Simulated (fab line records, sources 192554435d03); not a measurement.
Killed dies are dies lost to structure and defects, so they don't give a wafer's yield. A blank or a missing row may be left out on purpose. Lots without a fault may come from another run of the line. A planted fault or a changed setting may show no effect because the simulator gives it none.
Chamber matching | flow n5_finfet | N5_FIN_SAQP_ETCH_67 on rie_diel-04: 4 sister chambers
The step etches SiNx in CH3F/O2, target depth 30 nm. 8 wafers are shown with their chamber, then 8 later ones without.

WAFERS WITH THEIR CHAMBER
wafer  | chamber | drypump_motor_current_A (A) | throttle_valve_pct (%)
L083.4 | 0       | 6.7                         | 15.93
L084.4 | 2       | 4.9                         | 16.75
L084.5 | 1       | 5.7                         | 16.13
L084.6 | 2       | 4.9                         | 16.75
L085.3 | 3       | 4.9                         | 16.36
L085.5 | 0       | 6.7                         | 15.92
L085.6 | 1       | 5.6                         | 16.14
L088.2 | 3       | 4.9                         | 16.35

WAFERS WITHOUT THEIR CHAMBER
wafer  | drypump_motor_current_A (A) | throttle_valve_pct (%)
L088.3 | 5.0                         | 16.78
L088.6 | 4.9                         | 16.76
L093.1 | 5.0                         | 16.27
L093.4 | 5.7                         | 16.19
L093.6 | 5.6                         | 16.16
L094.1 | 5.7                         | 16.19
L094.5 | 5.0                         | 16.26
L094.6 | 4.9                         | 16.38

WHICH CHAMBER EACH WENT THROUGH
wafer  | from the rows above | in truth
L088.3 | 2                   | 2
L088.6 | 2                   | 2
L093.1 | 3                   | 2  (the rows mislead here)
L093.4 | 1                   | 1
L093.6 | 1                   | 1
L094.1 | 1                   | 1
L094.5 | 3                   | 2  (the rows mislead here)
L094.6 | 3                   | 3
Placed correctly: 6 of 8. Can't be placed from these rows: 0. Placed wrongly: 2.
How it was worked out, from the rows above alone: a wafer's distance from a chamber is the root of the sum, over the readings, of the square of ((its reading less the chamber's mean) divided by the reading's scatter). The wafer belongs to the nearest chamber; if the next one is less than 2 further off, it can't be placed. A chamber's mean is the mean of its shown wafers. The scatter: the root of (the sum of the squares of (reading less its chamber's mean) over the shown wafers, divided by (wafers less chambers)).
